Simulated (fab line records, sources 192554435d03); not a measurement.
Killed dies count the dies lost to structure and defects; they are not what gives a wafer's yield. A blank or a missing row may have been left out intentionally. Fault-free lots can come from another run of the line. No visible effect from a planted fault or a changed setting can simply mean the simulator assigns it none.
fab line records -- flow n5Finfet -- part 2 of 2: steps 5 to 6 of 6
record lots=23, wafers=69, lastDay=20
route steps=1938 shown PMOS_HMC_CHANNEL_EPI@73 FIN_SAQP@96
lots untouched by any fault: they come from a run of this same line in which no faults occurred
startH: hours from the record's opening day to when the first of the lot's shown wafers began -- waitH: hours elapsed since this lot's preceding step -- " identical to the entry in the row above -- L1.1+2: a row that stands for several wafers -- - no value present, or no start provided -- * or withheld: withheld -- < > ~ a bound
route shown NAME@n: NAME is a module with steps in the file, n the number in the route of the first one -- usual: mean and standard deviation over wafers with no fault -- same: alike in all rows -- chamber/n: place in a boat -- sites: per-site readings -- _std_site: standard deviation across them -- _edge_site: the outer-site mean with the inner-site mean subtracted -- radiusMm: how far each site lies from the wafer's centre -- mask NAME#n: copy n -- behind: the last tool/chamber to shape the wafer -- hold: what put the lot on hold/how long, in hours/how the hold closed -- device: the transistor (n, p or np) that didn't switch -- end of line: the same wafers' tests at the end of the route -- for a step that has no rows: nothing shown but its recipe -- killed: dies lost to structure and defects at the first sort, not the wafer's yield -- map: shows each die of a wafer: x if killed, . if not, _ if none is there
set.NAME: the run value of the setting; set.NAME@STEP: its run value at that earlier step -- model.NAME: the simulator's own value behind a step, which no gauge read
one table for each step of the route and one row for each wafer, over a sample of lots
services: when a tool's chamber went out of use (startH, in hours from the record's first day, below 0 if earlier), for how many hours, and the reason
## steps
# step N5_FIN_SAQP_ETCH_51
# recipe chemistry=CF4, target=SiARC, targetDepthA=455, maskMaterial=CAR-ArF, timeS=75.8, ionEnergyEv=80, pressureMtorr=40, sourceW=545, biasW=36, Ar_flow_sccm=100, cf4FlowSccm=100, ends=cleared
# usual drypumpMotorCurrentA=5.9/0.52, etchRfOnTimeS=75.8/0.97, oesProductAu=0.68/0.062, rfFwdPowerW=539.6/2.5, rfVppV=184.4/1, showerheadPlenumPTorr=2.17/0.054, throttleValvePct=15.66/0.16
lot.wafer,tool,chamber,startH,waitH,drypumpMotorCurrentA,etchRfOnTimeS,oesProductAu,rfFwdPowerW,rfHoursCounterH,rfVppV,showerheadPlenumPTorr,throttleValvePct
L074.1,rieDiel-04,2,23.22,0.0,5.6,76.1,0.64,543.0,125,186.1,2.15,15.80
L074.3,rieDiel-04,0,23.22,0.0,6.2,76.9,0.61,538.8,198,184.1,2.21,15.69
L074.5,rieDiel-04,1,23.22,0.0,6.2,76.3,0.60,531.1,-,185.0,2.12,15.76
L076.1,rieDiel-04,1,34.75,0.0,6.2,76.3,0.60,535.0,209,182.4,2.12,15.76
L076.2,rieDiel-04,0,34.75,0.0,6.2,77.0,0.60,542.4,203,184.8,2.21,15.71
L076.4,rieDiel-04,2,34.75,0.0,5.5,76.1,0.64,543.1,129,184.2,2.15,15.84
L077.2,rieDiel-05,2,39.89,0.0,6.1,76.0,0.66,542.8,154,184.5,2.22,15.83
L077.5,rieDiel-05,3,39.89,0.0,5.9,75.4,0.75,538.5,-,183.7,2.09,15.67
L077.6,rieDiel-05,0,39.89,0.0,5.7,77.2,0.76,537.5,-,186.2,2.27,15.58
L078.1,rieDiel-05,1,47.11,0.0,6.6,74.3,0.70,541.6,98,184.3,2.16,15.40
L078.4,rieDiel-05,2,47.11,0.0,6.0,74.6,0.66,542.3,158,184.9,2.22,15.85
L078.6,rieDiel-05,0,47.11,0.0,5.7,76.1,0.76,537.9,-,185.4,2.27,15.59
L079.1,rieDiel-05,1,52.69,0.0,6.6,75.3,0.70,540.0,100,185.4,2.16,15.40
L079.3,rieDiel-05,3,52.69,0.0,5.9,74.4,0.75,539.4,50,184.2,2.09,15.68
L079.5,rieDiel-05,1,52.69,0.0,6.6,74.7,0.70,540.7,-,183.3,2.16,15.40
L080.1,rieDiel-04,2,59.11,0.0,5.6,77.2,0.63,545.7,139,184.1,2.15,15.83
L080.3,rieDiel-04,1,59.11,0.0,6.2,76.2,0.60,534.8,219,184.0,2.12,15.79
L080.5,rieDiel-04,2,59.11,0.0,5.5,76.7,0.63,546.3,-,183.7,2.15,15.83
L081.2,rieDiel-05,1,64.97,0.0,6.6,76.5,0.69,545.5,106,184.4,2.16,15.41
L081.5,rieDiel-05,1,64.97,0.0,6.7,75.6,0.69,542.0,-,184.8,2.16,15.43
L081.6,rieDiel-05,2,64.97,0.0,6.0,76.5,0.64,540.4,-,184.4,2.21,15.84
L082.2,rieDiel-01,0,70.69,0.0,6.5,76.5,0.80,538.0,12,183.6,2.11,15.42
L082.3,rieDiel-01,2,70.69,0.0,5.0,76.5,0.62,538.4,204,183.8,2.21,15.58
L082.5,rieDiel-01,0,70.69,0.0,6.5,76.9,0.80,540.6,-,183.9,2.11,15.40
L083.3,rieDiel-01,3,76.97,0.0,5.2,74.3,0.69,538.6,89,182.9,2.16,15.78
L083.4,rieDiel-01,0,76.97,0.0,6.5,76.0,0.79,540.1,15,184.6,2.11,15.41
L083.5,rieDiel-01,0,76.97,0.0,6.4,75.9,0.80,538.5,-,182.8,2.11,15.41
L084.2,rieDiel-01,0,82.33,0.0,6.5,75.7,0.79,539.9,17,182.5,2.10,15.40
L084.4,rieDiel-01,2,82.33,0.0,5.0,76.6,0.61,539.9,209,185.4,2.21,15.61
L084.5,rieDiel-01,2,82.33,0.0,5.0,76.6,0.61,537.5,-,185.2,2.21,15.58
L085.2,rieDiel-05,1,87.95,0.0,6.6,75.7,0.68,542.3,113,183.2,2.15,15.43
L085.3,rieDiel-05,0,87.95,0.0,5.7,77.0,0.74,538.8,44,185.5,2.27,15.61
L085.4,rieDiel-05,3,87.95,0.0,5.9,74.6,0.74,538.7,63,184.6,2.09,15.70
L086.2,rieDiel-05,3,94.04,0.0,6.0,75.1,0.73,539.2,65,182.7,2.08,15.71
L086.3,rieDiel-05,1,94.04,0.0,6.6,75.3,0.69,537.8,116,185.6,2.15,15.43
L086.4,rieDiel-05,2,94.04,0.0,6.0,75.8,0.64,542.8,175,185.3,2.21,15.89
L087.1,rieDiel-05,2,99.88,0.0,6.1,74.6,0.64,540.5,177,185.7,2.21,15.88
L087.4,rieDiel-05,1,99.88,0.0,6.6,74.6,0.68,541.9,118,184.9,2.15,15.44
L087.6,rieDiel-05,0,99.88,0.0,5.7,76.4,0.73,536.7,-,183.7,2.27,15.62
L088.1,rieDiel-05,3,105.48,0.0,6.0,75.6,0.73,537.7,69,183.7,2.08,15.71
L088.2,rieDiel-05,1,105.48,0.0,6.6,76.0,0.69,541.0,119,184.7,2.15,15.45
L088.4,rieDiel-05,0,105.48,0.0,5.7,77.2,0.72,537.1,51,185.4,2.26,15.64
L089.2,rieDiel-01,3,111.60,0.0,5.2,74.9,0.69,539.3,101,183.7,2.15,15.80
L089.3,rieDiel-01,2,111.60,0.0,5.0,77.2,0.60,537.5,218,183.7,2.20,15.62
L089.5,rieDiel-01,2,111.60,0.0,5.0,76.8,0.60,539.6,-,184.8,2.20,15.61
L090.2,rieDiel-05,1,118.92,0.0,6.6,76.0,0.68,539.8,125,183.7,2.15,15.45
L090.3,rieDiel-05,0,118.92,0.0,5.7,76.5,0.72,536.8,56,185.3,2.26,15.64
L090.6,rieDiel-05,2,118.92,0.0,6.1,75.4,0.64,544.3,-,184.6,2.21,15.89
L091.1,rieDiel-01,3,123.80,0.0,5.2,74.9,0.68,538.5,106,184.4,2.15,15.83
L091.3,rieDiel-01,0,123.80,0.0,6.4,74.8,0.76,541.8,32,183.7,2.10,15.44
L091.6,rieDiel-01,3,123.80,0.0,5.2,75.0,0.68,541.8,-,184.9,2.15,15.81
L092.1,rieDiel-01,0,129.86,0.0,6.5,76.2,0.77,536.6,34,182.8,2.10,15.45
L092.2,rieDiel-01,3,129.86,0.0,5.2,74.7,0.67,536.2,108,185.9,2.15,15.82
L092.6,rieDiel-01,0,129.86,0.0,6.5,75.8,0.76,538.6,-,182.7,2.10,15.44
L093.3,rieDiel-01,3,135.73,0.0,5.2,74.2,0.68,540.3,110,183.3,2.15,15.81
L093.4,rieDiel-01,1,135.73,0.0,5.7,75.7,0.66,543.1,152,183.8,2.14,15.76
L093.5,rieDiel-01,2,135.73,0.0,5.0,76.2,0.60,536.9,-,185.2,2.20,15.63
L094.1,rieDiel-01,3,142.84,0.0,5.2,74.9,0.67,537.7,113,184.3,2.15,15.82
L094.2,rieDiel-01,1,142.84,0.0,5.6,75.0,0.67,542.1,155,184.3,2.14,15.76
L094.3,rieDiel-01,2,142.84,0.0,5.0,76.7,0.60,539.8,231,184.9,2.20,15.61
L095.4,rieDiel-01,0,149.16,0.0,6.5,76.3,0.74,539.2,42,183.3,2.10,15.48
L095.5,rieDiel-01,3,149.16,0.0,5.2,75.3,0.66,540.5,-,185.2,2.15,15.83
L095.6,rieDiel-01,0,149.16,0.0,6.5,77.4,0.74,538.6,-,183.6,2.10,15.47
L096.2,rieDiel-05,0,155.15,0.0,5.7,77.0,0.71,537.2,64,184.9,2.26,15.65
L096.3,rieDiel-05,3,155.15,0.0,6.0,77.0,0.70,540.1,81,184.5,2.08,15.76
L096.6,rieDiel-05,0,155.15,0.0,5.7,77.9,0.70,537.5,-,184.8,2.26,15.66
L097.1,rieDiel-04,3,160.06,0.0,5.5,75.1,0.80,540.4,12,185.5,2.20,15.45
L097.2,rieDiel-04,0,160.06,0.0,6.2,77.9,0.57,543.4,251,184.3,2.19,15.83
L097.5,rieDiel-04,3,160.06,0.0,5.5,75.0,0.81,539.6,-,184.7,2.20,15.44
# step N5_FIN_SAQP_OCD_MEAS_76
# usual trenchDepthNm=120.3/1.5
lot.wafer,tool,chamber,startH,waitH,trenchDepthNm
L074.1,ocd-02,-,28.02,0.0,118.6
L074.3,ocd-02,-,28.02,0.0,121.7
L074.5,ocd-02,-,28.02,0.0,120.0
L076.1,ocd-01,-,39.99,0.0,119.7
L076.2,ocd-01,-,39.99,0.0,120.3
L076.4,ocd-01,-,39.99,0.0,120.9
L077.2,ocd-01,-,44.64,0.0,117.1
L077.5,ocd-01,-,44.64,0.0,118.0
L077.6,ocd-01,-,44.64,0.0,122.1
L078.1,ocd-01,-,51.43,0.0,120.9
L078.4,ocd-01,-,51.43,0.0,120.1
L078.6,ocd-01,-,51.43,0.0,120.3
L079.1,ocd-02,-,58.57,0.0,120.2
L079.3,ocd-02,-,58.57,0.0,119.0
L079.5,ocd-02,-,58.57,0.0,120.5
L080.1,ocd-02,-,64.25,0.0,120.4
L080.3,ocd-02,-,64.25,0.0,120.0
L080.5,ocd-02,-,64.25,0.0,120.6
L081.2,ocd-01,-,69.11,0.0,120.7
L081.5,ocd-01,-,69.11,0.0,121.0
L081.6,ocd-01,-,69.11,0.0,118.2
L082.2,ocd-01,-,75.56,0.0,122.4
L082.3,ocd-01,-,75.56,0.0,120.5
L082.5,ocd-01,-,75.56,0.0,120.9
L083.3,ocd-02,-,81.81,0.0,121.0
L083.4,ocd-02,-,81.81,0.0,119.6
L083.5,ocd-02,-,81.81,0.0,117.8
L084.2,ocd-02,-,86.46,0.0,120.2
L084.4,ocd-02,-,86.46,0.0,118.2
L084.5,ocd-02,-,86.46,0.0,121.7
L085.2,ocd-01,-,92.13,0.0,115.4
L085.3,ocd-01,-,92.13,0.0,119.1
L085.4,ocd-01,-,92.13,0.0,120.3
L086.2,ocd-01,-,98.76,0.0,121.9
L086.3,ocd-01,-,98.76,0.0,117.8
L086.4,ocd-01,-,98.76,0.0,119.9
L087.1,ocd-02,-,104.29,0.0,120.2
L087.4,ocd-02,-,104.29,0.0,121.5
L087.6,ocd-02,-,104.29,0.0,120.2
L088.1,ocd-01,-,110.20,0.0,120.6
L088.2,ocd-01,-,110.20,0.0,121.9
L088.4,ocd-01,-,110.20,0.0,120.5
L089.2,ocd-01,-,117.23,0.0,120.5
L089.3,ocd-01,-,117.23,0.0,121.2
L089.5,ocd-01,-,117.23,0.0,120.5
L090.2,ocd-02,-,123.73,0.0,122.4
L090.3,ocd-02,-,123.73,0.0,121.8
L090.6,ocd-02,-,123.73,0.0,123.7
L091.1,ocd-01,-,128.00,0.0,118.9
L091.3,ocd-01,-,128.00,0.0,122.0
L091.6,ocd-01,-,128.00,0.0,118.2
L092.1,ocd-02,-,134.47,0.0,121.8
L092.2,ocd-02,-,134.47,0.0,121.2
L092.6,ocd-02,-,134.47,0.0,120.4
L093.3,ocd-02,-,140.08,0.0,120.0
L093.4,ocd-02,-,140.08,0.0,122.1
L093.5,ocd-02,-,140.08,0.0,121.1
L094.1,ocd-01,-,147.69,0.0,122.8
L094.2,ocd-01,-,147.69,0.0,122.3
L094.3,ocd-01,-,147.69,0.0,120.6
L095.4,ocd-01,-,153.79,0.0,120.4
L095.5,ocd-01,-,153.79,0.0,122.7
L095.6,ocd-01,-,153.79,0.0,119.7
L096.2,ocd-01,-,159.43,0.0,120.8
L096.3,ocd-01,-,159.43,0.0,119.3
L096.6,ocd-01,-,159.43,0.0,119.1
L097.1,ocd-02,-,164.48,0.0,118.3
L097.2,ocd-02,-,164.48,0.0,117.5
L097.5,ocd-02,-,164.48,0.0,119.6
## services
tool,chamber,startH,hours,kind
pecvd-02,-,-3.91,0.7,repair
rieSi-06,0,4.99,9.0,repair
rieSi-03,0,5.05,3.7,repair
rieDiel-01,2,7.11,1.4,repair
rieSi-03,-,13.80,15.6,pm
rieSi-01,1,27.90,2.2,repair
pecvd-02,2,28.41,9.7,repair
rieDiel-01,-,31.91,2.8,pm
epiRpcvd-03,-,33.20,6.0,pm
pecvd-03,2,51.03,6.6,repair
pecvd-04,-,54.74,2.2,repair
rieSi-03,3,56.52,17.9,repair
pecvd-02,-,57.39,1.4,repair
rieDiel-04,1,61.26,8.9,repair
rieSi-06,1,78.48,1.5,repair
epiRpcvd-02,-,84.66,0.5,pm
rieSi-01,-,88.11,0.8,repair
epiRpcvd-03,-,100.86,2.8,pm
epiRpcvd-04,-,116.76,7.7,repair
rieDiel-04,-,119.54,2.3,repair
rieSi-03,0,120.10,18.1,repair
pecvd-04,-,125.78,0.8,pm
rieDiel-05,-,132.88,14.6,pm
pecvd-02,-,139.06,14.6,pm
